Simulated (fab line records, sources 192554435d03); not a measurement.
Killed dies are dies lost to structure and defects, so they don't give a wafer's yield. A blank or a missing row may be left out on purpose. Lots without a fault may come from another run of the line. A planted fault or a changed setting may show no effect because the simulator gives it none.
Split-lot experiment | flow n5_finfet | 7 lots, 21 wafers read, on a route of 1938 steps

THE SPLIT
At N5_BEOL_M7_COAT_64 (time 60 s, resist thk 12 nm), the setting spin_rpm was moved away from the recipe's 1500 rpm on 9 of the 21 wafers read, by -8.5% to +10.8%. The other wafers ran this setting at the recipe's value.

FROM THE SPLIT TO THE READING: what the file shows between them, 6 steps
- N5_BEOL_M7_EXPOSE_25: exposes mask V6, target cd 40 nm (also split here: dose_mj)
- N5_BEOL_M7_PEB_26: peb time 60 s
- N5_BEOL_M7_DEVELOP_27: develop time 30 s
- N5_BEOL_M7_CD_MEAS_28: target cd 40 nm
- N5_BEOL_M7_DESCUM_33: chemistry O2, time 7 s
- N5_BEOL_M7_ETCH_72: etches underlayer in N2/H2, target depth 6.5 nm, time 5.2 s

THE READING
CAR-EUV_of_BEOL_M7_COAT_22.thk_nm (the simulator's own value, which no gauge read), in nm, at N5_BEOL_M7_ETCH_65 (etches SiARC in CF4, target depth 15.6 nm, time 26 s). The file gives no usual value for it. The 12 wafers here that ran the recipe average 11.2 nm, standard deviation 0.075 nm.

wafer  | tool, chamber at the split | spin_rpm as run, rpm | against the recipe | CAR-EUV_of_BEOL_M7_COAT_22.thk_nm, nm | against lot-mates on the recipe
L074.4 | litho_track-04, 0          | 1662                 | +10.8%             | 11.8                                  | +0.6
L074.5 | litho_track-04, 0          | 1500                 | recipe             | 11.2                                  | -
L074.6 | litho_track-04, 0          | 1500                 | recipe             | 11.2                                  | -
L075.2 | litho_track-04, 0          | 1500                 | recipe             | 11                                    | -
L075.3 | litho_track-04, 0          | 1372                 | -8.5%              | 10.8                                  | -0.3
L075.6 | litho_track-04, 0          | 1500                 | recipe             | 11.2                                  | -
L078.2 | litho_track-04, 0          | 1654                 | +10.3%             | 11.6                                  | +0.4
L078.4 | litho_track-04, 0          | 1500                 | recipe             | 11.2                                  | -
L078.6 | litho_track-04, 0          | 1654                 | +10.3%             | 11.6                                  | +0.4
L080.1 | litho_track-03, 0          | 1585                 | +5.7%              | 11.4                                  | +0.2
L080.4 | litho_track-03, 0          | 1500                 | recipe             | 11.2                                  | -
L080.5 | litho_track-03, 0          | 1500                 | recipe             | 11.2                                  | -
L084.3 | litho_track-03, 0          | 1500                 | recipe             | 11.2                                  | -
L084.4 | litho_track-03, 0          | 1500                 | recipe             | 11.2                                  | -
L084.5 | litho_track-03, 0          | 1500                 | recipe             | 11                                    | -
L088.1 | litho_track-03, 0          | 1379                 | -8.1%              | 10.8                                  | -0.4
L088.3 | litho_track-03, 0          | 1379                 | -8.1%              | 10.6                                  | -0.6
L088.4 | litho_track-03, 0          | 1500                 | recipe             | 11.2                                  | -
L096.1 | litho_track-03, 0          | 1634                 | +8.9%              | 11.6                                  | +0.4
L096.2 | litho_track-03, 0          | 1500                 | recipe             | 11.2                                  | -
L096.6 | litho_track-03, 0          | 1634                 | +8.9%              | 11.6                                  | +0.4

THE FIT
A straight line over all 21 wafers: CAR-EUV_of_BEOL_M7_COAT_22.thk_nm changes by +0.0495 nm for each +1% of spin_rpm; r = +0.97; the points scatter about the line by 0.08 nm.
The same after taking each lot's own level away (the mean of its wafers on the recipe; 21 wafers): +0.0472 nm for each +1%; r = +0.96; scatter 0.082 nm.
On that fit, the largest move of spin_rpm shifts the reading by 0.51 nm.
The lots' own levels span 11.10 to 11.20 nm, that is 1.3 times the standard deviation above.
So the lot-to-lot level changes the slope little: the two slopes agree.
Check: with one of the wafers moved furthest among these (+10.8%) left out of the fit, the line predicts +0.471 nm for it against its lot-mates. It came out at +0.6 nm against them.

OTHER SPLITS ON THESE WAFERS
These wafers also went through other splits before the reading. Each is held against what the fit with the lots' levels taken away leaves over:
other split on the same wafers | wafers away from the commonest value | r with CAR-EUV_of_BEOL_M7_COAT_22.thk_nm (lot level and that fit taken away)
N5_BEOL_M7_ETCH_61 source_w    | 6                                    | +0.03
N5_BEOL_M7_EXPOSE_25 dose_mj   | 6                                    | -0.32

THE WHOLE CHAIN: every reading that the file lists as answering this split, in the file's order
step               | what it does                                         | reading                                                                            | change (the file's fit)                | r (the file's)
N5_BEOL_M7_COAT_64 | time 60 s, resist thk 12 nm                          | SiARC_of_BEOL_M7_COAT_64.thk_nm (the simulator's own value, which no gauge read)   | -0.0586 nm for each +1% of the setting | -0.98
N5_BEOL_M7_ETCH_65 | etches SiARC in CF4, target depth 15.6 nm, time 26 s | etch_rf_on_time_s                                                                  | withheld for each +1% of the setting   | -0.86
N5_BEOL_M7_ETCH_65 | etches SiARC in CF4, target depth 15.6 nm, time 26 s | etch.depth_nm (the simulator's own value, which no gauge read)                     | -0.0578 nm for each +1% of the setting | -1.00
N5_BEOL_M7_ETCH_65 | etches SiARC in CF4, target depth 15.6 nm, time 26 s | CAR-EUV_of_BEOL_M7_COAT_22.thk_nm (the simulator's own value, which no gauge read) | +0.0464 nm for each +1% of the setting | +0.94

THE FILE'S OWN FIT
CAR-EUV_of_BEOL_M7_COAT_22.thk_nm changes by +0.0464 nm for each +1% of spin_rpm, r = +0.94.
